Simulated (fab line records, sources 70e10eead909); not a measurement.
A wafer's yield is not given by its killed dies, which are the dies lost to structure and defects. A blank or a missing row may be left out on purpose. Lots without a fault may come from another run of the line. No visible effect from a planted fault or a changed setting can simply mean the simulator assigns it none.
fab line records ; flow nand-harc ; part 2 of 2: steps 24 to 31 of 31
record lots=5; wafers=15; last-day=34
route steps=1302 shown A_CONTACT@1031
lots that met no fault: from a run of the same line without faults
start-h: hours from the record's opening day to when the first of the lot's shown wafers began ; wait-h: time in hours since the lot's previous step ; " as in the row above ; L1.1+2: a row that stands for several wafers ; - no value present, or no start provided ; * or withheld: withheld ; < > ~ a bound
route shown NAME@n: NAME is a module with steps in the file, n the number in the route of the first one ; usual: mean/standard deviation taken from wafers without a fault ; same: alike in all rows ; chamber/n: place in a boat ; sites: readings site by site ; _std_site: how widely they spread, as a standard deviation ; _edge_site: inner sites' mean taken away from outer sites' mean ; radius-mm: how far each site lies from the wafer's centre ; mask NAME#n: copy n ; behind: the tool/chamber that last shaped the wafer ; hold: why the lot went on hold/how many hours it stayed there/how the hold came to an end ; device: transistor that didn't switch, given as n, p or np ; end of line: the same wafers' tests at the end of the route ; where a step has no rows: the recipe by itself ; killed: at the first sort, the dies lost to defects and structure; wafer yield is something else ; map: shows each die of a wafer: x if killed, . if not, _ if none is there
set.NAME: the run value of the setting; set.NAME@STEP: its run value at that earlier step ; model.NAME: the simulator's own value behind a step, which no gauge read
certain route steps with their lots: each step a table, each wafer a row
services: from which hour (start-h, from the record's first day; less than 0 if before it) a tool's chamber was out of use, for how many hours, and why
## steps
# step NHARC_A_CONTACT_ETCH_131
# recipe source-w=withheld; pressure-mtorr=20; bias-v=3000; time-s=197; target-depth-a=19180; ar-flow-sccm=withheld; c4f8-flow-sccm=withheld; o2-flow-sccm=withheld; chemistry=C4F8/O2/Ar
lot.wafer;tool;chamber;start-h;wait-h;rf-hours-counter-h
L076.3;har-cap-etch-01;0;529.44;0.2;-
L076.6;har-cap-etch-01;1;529.44;0.2;-
L076.5;har-cap-etch-01;0;529.44;0.2;-
L078.1;har-cap-etch-01;1;541.19;0.1;7
L078.4;har-cap-etch-01;1;541.19;0.1;-
L078.5;har-cap-etch-01;0;541.19;0.1;-
L086.1;har-cap-etch-01;0;612.84;0.1;20
L086.4;har-cap-etch-01;1;612.84;0.1;-
L086.5;har-cap-etch-01;1;612.84;0.1;-
L087.1;har-cap-etch-03;0;619.91;0.1;66
L087.2;har-cap-etch-03;1;619.91;0.1;66
L087.4;har-cap-etch-03;0;619.91;0.1;-
L097.1;har-cap-etch-03;1;737.74;0.1;80
L097.3;har-cap-etch-03;0;737.74;0.1;-
L097.4;har-cap-etch-03;1;737.74;0.1;-
# step NHARC_A_CONTACT_ETCH_132
# recipe source-w=withheld; pressure-mtorr=20; bias-v=3000; time-s=197; target-depth-a=19240; ar-flow-sccm=withheld; c4f8-flow-sccm=withheld; o2-flow-sccm=withheld; chemistry=C4F8/O2/Ar
lot.wafer;tool;chamber;start-h;wait-h;rf-hours-counter-h
L076.3;har-cap-etch-01;0;529.67;0.2;-
L076.6;har-cap-etch-01;1;529.67;0.2;-
L076.5;har-cap-etch-01;0;529.67;0.2;-
L078.1;har-cap-etch-01;1;541.37;0.1;7
L078.4;har-cap-etch-01;1;541.37;0.1;-
L078.5;har-cap-etch-01;0;541.37;0.1;-
L086.1;har-cap-etch-01;0;613.01;0.1;21
L086.4;har-cap-etch-01;1;613.01;0.1;-
L086.5;har-cap-etch-01;1;613.01;0.1;-
L087.1;har-cap-etch-03;0;620.08;0.1;66
L087.2;har-cap-etch-03;1;620.08;0.1;66
L087.4;har-cap-etch-03;0;620.08;0.1;-
L097.1;har-cap-etch-03;1;737.92;0.1;80
L097.3;har-cap-etch-03;0;737.92;0.1;-
L097.4;har-cap-etch-03;1;737.92;0.1;-
# step NHARC_A_CONTACT_ETCH_133
# recipe source-w=withheld; pressure-mtorr=20; bias-v=400; time-s=374; target-depth-a=16100; ar-flow-sccm=withheld; c4f8-flow-sccm=11.5; o2-flow-sccm=7.2; chemistry=C4F8/O2/Ar
lot.wafer;tool;chamber;start-h;wait-h;rf-hours-counter-h
L076.3;har-cap-etch-01;0;530.01;0.3;-
L076.6;har-cap-etch-01;1;530.01;0.3;-
L076.5;har-cap-etch-01;0;530.01;0.3;-
L078.1;har-cap-etch-01;1;541.59;0.2;7
L078.4;har-cap-etch-01;1;541.59;0.2;-
L078.5;har-cap-etch-01;0;541.59;0.2;-
L086.1;har-cap-etch-01;0;613.23;0.2;21
L086.4;har-cap-etch-01;1;613.23;0.2;-
L086.5;har-cap-etch-01;1;613.23;0.2;-
L087.1;har-cap-etch-03;0;620.26;0.1;66
L087.2;har-cap-etch-03;1;620.26;0.1;66
L087.4;har-cap-etch-03;0;620.26;0.1;-
L097.1;har-cap-etch-03;1;738.14;0.2;81
L097.3;har-cap-etch-03;0;738.14;0.2;-
L097.4;har-cap-etch-03;1;738.14;0.2;-
# step NHARC_A_CONTACT_ETCH_91
# recipe target-depth-a=400; over-etch-frac=0.5; time-s=85.7; ion-energy-ev=120; ch3f-flow-sccm=50; o2-flow-sccm=30; ar-flow-sccm=200; rf-w=500; bias-w=100; chemistry=CH3F/O2
# usual bias-w=100.02/0.3; ch3f-flow-sccm=49.99/0.14; drypump-motor-current-A=5.5/0.43; o2-flow-sccm=30.01/0.09; oes-product-au=0.94/0.031; rf-vpp-V=244.6/1.9; showerhead-plenum-p-Torr=2.48/0.12; throttle-valve-pct=20.663/0.01
lot.wafer;tool;chamber;start-h;wait-h;bias-w;ch3f-flow-sccm;drypump-motor-current-A;o2-flow-sccm;oes-product-au;rf-hours-counter-h;rf-vpp-V;showerhead-plenum-p-Torr;throttle-valve-pct
L076.3;rie-diel-11;2;530.61;0.5;99.97;49.94;5.8;30.08;0.92;31;246.0;2.58;20.659
L076.5;rie-diel-11;0;530.61;0.5;100.08;49.84;5.7;29.89;0.90;-;248.1;2.65;20.651
L076.6;rie-diel-11;1;530.61;0.5;100.32;50.07;5.7;30.06;0.91;-;242.7;2.36;20.671
L078.1;rie-diel-02;0;542.31;0.6;100.11;49.96;5.7;29.88;0.92;23;244.5;2.54;20.671
L078.4;rie-diel-02;3;542.31;0.6;100.00;49.89;6.1;29.91;0.92;25;245.1;2.55;20.647
L078.5;rie-diel-02;0;542.31;0.6;99.92;49.79;5.7;29.89;0.92;-;245.4;2.54;20.655
L086.4;rie-diel-04;1;613.95;0.6;100.11;50.04;5.0;30.18;1.01;21;244.3;2.52;20.661
L086.1;rie-diel-04;0;613.95;0.6;99.73;50.11;6.3;30.08;1.01;23;243.8;2.46;20.661
L086.5;rie-diel-04;1;613.95;0.6;99.85;49.95;5.0;30.26;1.01;-;244.5;2.52;20.679
L087.2;rie-diel-02;1;621.13;0.7;99.58;50.04;5.0;30.05;0.93;10;245.6;2.53;20.683
L087.1;rie-diel-02;2;621.13;0.7;99.88;50.08;5.3;30.09;0.92;10;242.3;2.28;20.655
L087.4;rie-diel-02;3;621.13;0.7;99.99;49.87;6.1;30.04;0.92;7;246.0;2.55;20.667
L097.4;rie-diel-02;2;738.86;0.5;100.31;49.94;5.3;30.11;0.92;30;241.3;2.27;20.654
L097.1;rie-diel-02;0;738.86;0.5;100.38;49.83;5.7;29.99;0.93;29;245.6;2.53;20.668
L097.3;rie-diel-02;1;738.86;0.5;100.43;50.15;5.0;29.83;0.92;28;244.2;2.52;20.673
# step NHARC_A_CONTACT_ETCH_97
# recipe target-depth-a=200; over-etch-frac=0.5; time-s=10; ion-energy-ev=250; c4f6-flow-sccm=25; o2-flow-sccm=20; ar-flow-sccm=500; rf-w=600; bias-w=500; chemistry=C4F6/O2
# usual bias-w=500.0/1.6; drypump-motor-current-A=5.5/0.42; o2-flow-sccm=20.00/0.056; oes-product-au=0.959/0.025; rf-vpp-V=547/3.9; showerhead-plenum-p-Torr=3.95/0.18; throttle-valve-pct=26.903/0.0078
lot.wafer;tool;chamber;start-h;wait-h;bias-w;drypump-motor-current-A;o2-flow-sccm;oes-product-au;rf-hours-counter-h;rf-vpp-V;showerhead-plenum-p-Torr;throttle-valve-pct
L076.3;rie-diel-11;3;-;-;498.1;5.2;19.97;0.933;32;553;4.14;26.905
L076.6;rie-diel-11;0;-;-;498.0;5.7;19.96;0.949;-;551;4.21;26.911
L076.5;rie-diel-11;1;-;-;501.5;5.7;20.04;0.951;-;544;3.77;26.907
L078.1;rie-diel-02;1;-;-;500.9;5.0;20.00;0.968;26;550;4.03;26.899
L078.4;rie-diel-02;0;-;-;503.8;5.7;20.08;0.942;23;549;4.05;26.899
L078.5;rie-diel-02;2;-;-;500.7;5.3;20.11;0.932;-;543;3.66;26.898
L086.1;rie-diel-04;3;-;-;499.6;5.2;20.06;0.986;17;543;3.68;26.900
L086.4;rie-diel-04;1;-;-;497.1;5.0;19.96;1.004;21;549;4.01;26.915
L086.5;rie-diel-04;2;-;-;499.9;5.4;20.07;0.996;-;553;4.22;26.905
L087.1;rie-diel-02;1;-;-;501.7;5.0;20.02;0.976;10;550;4.03;26.900
L087.2;rie-diel-02;2;-;-;502.3;5.3;20.00;0.958;10;541;3.66;26.907
L087.4;rie-diel-02;0;-;-;499.3;5.7;20.00;0.963;10;549;4.04;26.886
L097.4;rie-diel-02;1;-;-;500.3;5.0;19.91;0.947;28;549;4.01;26.899
L097.1;rie-diel-02;2;-;-;502.0;5.3;20.00;0.950;30;540;3.65;26.903
L097.3;rie-diel-02;3;-;-;500.3;6.1;19.89;0.940;28;548;4.04;26.916
# step NHARC_A_CONTACT_CD_MEAS_80
# usual cd-nm=289.5/0.76
lot.wafer;tool;chamber;start-h;wait-h;cd-nm
L076.3;cd-sem-03;-;530.81;-;289.4
L076.5;cd-sem-03;-;530.81;-;289.2
L076.6;cd-sem-03;-;530.81;-;289.2
L078.1;cd-sem-03;-;542.53;-;289.6
L078.4;cd-sem-03;-;542.53;-;288.5
L078.5;cd-sem-03;-;542.53;-;289.5
L086.1;cd-sem-01;-;614.17;-;288.7
L086.4;cd-sem-01;-;614.17;-;287.4
L086.5;cd-sem-01;-;614.17;-;287.5
L087.1;cd-sem-01;-;621.35;-;290.2
L087.2;cd-sem-01;-;621.35;-;289.8
L087.4;cd-sem-01;-;621.35;-;289.2
L097.1;cd-sem-02;-;739.07;-;289.5
L097.3;cd-sem-02;-;739.07;-;289.5
L097.4;cd-sem-02;-;739.07;-;289.6
# step NHARC_A_CONTACT_STRIP_103
# recipe n2-flow-sccm=150; h2-flow-sccm=150; ar-flow-sccm=0; bias-w=0; chemistry=N2/H2
lot.wafer;tool;chamber;start-h;wait-h
L076.3+5+6;rie-diel-02;0,0,1;530.88;0.1
L078.1+4+5;rie-diel-02;1,2,0;542.62;0.1
L086.4+1+5;rie-diel-04;1,3,2;614.24;0.1
L087.4+2+1;rie-diel-02;1,3,0;621.42;0.1
L097.3+1+4;rie-diel-04;2,3,1;739.15;0.1
# step NHARC_A_CONTACT_STRIP_104
# recipe cf4-flow-sccm=100; chf3-flow-sccm=30; ar-flow-sccm=0; bias-w=0; chemistry=CF4/CHF3
lot.wafer;tool;chamber;start-h;wait-h
L076.3+6+5;rie-diel-02;3,2,3;530.98;0.1
L078.4+1+5;rie-diel-02;2,3,2;542.70;0.1
L086.1+4+5;rie-diel-04;0,3,0;614.34;0.1
L087.2+1+4;rie-diel-02;3,0,2;621.52;0.1
L097.1+4+3;rie-diel-04;1,2,3;739.24;0.1
## services
tool;chamber;start-h;hours;kind
litho-track-01;-;505.00;7.0;pm
litho-track-06;-;529.01;7.0;pm
rie-diel-04;-;534.05;9.0;pm
arfi-scanner-03;-;540.00;4.0;pm
rie-diel-02;3;551.85;5.3;repair
litho-track-04;-;553.00;7.0;pm
rie-diel-11;1;555.45;7.7;repair
rie-diel-02;-;557.88;4.4;repair
rie-diel-11;0;560.67;3.8;repair
rie-diel-02;-;570.94;9.0;pm
rie-diel-04;2;576.56;16.1;repair
rie-diel-04;3;579.03;10.9;repair
arfi-scanner-01;-;596.00;4.0;pm
arfi-scanner-03;-;596.05;0.5;repair
rie-diel-11;-;613.41;9.0;pm
har-cap-etch-03;-;636.97;0.3;repair
arfi-scanner-01;-;659.84;1.3;repair
arfi-scanner-03;-;666.89;2.7;repair
litho-track-01;-;680.00;7.0;pm
litho-track-06;-;704.01;7.0;pm
rie-diel-04;-;711.43;9.0;pm
arfi-scanner-03;-;712.00;4.0;pm
litho-track-04;-;728.00;7.0;pm
arfi-scanner-03;-;728.33;9.9;repair
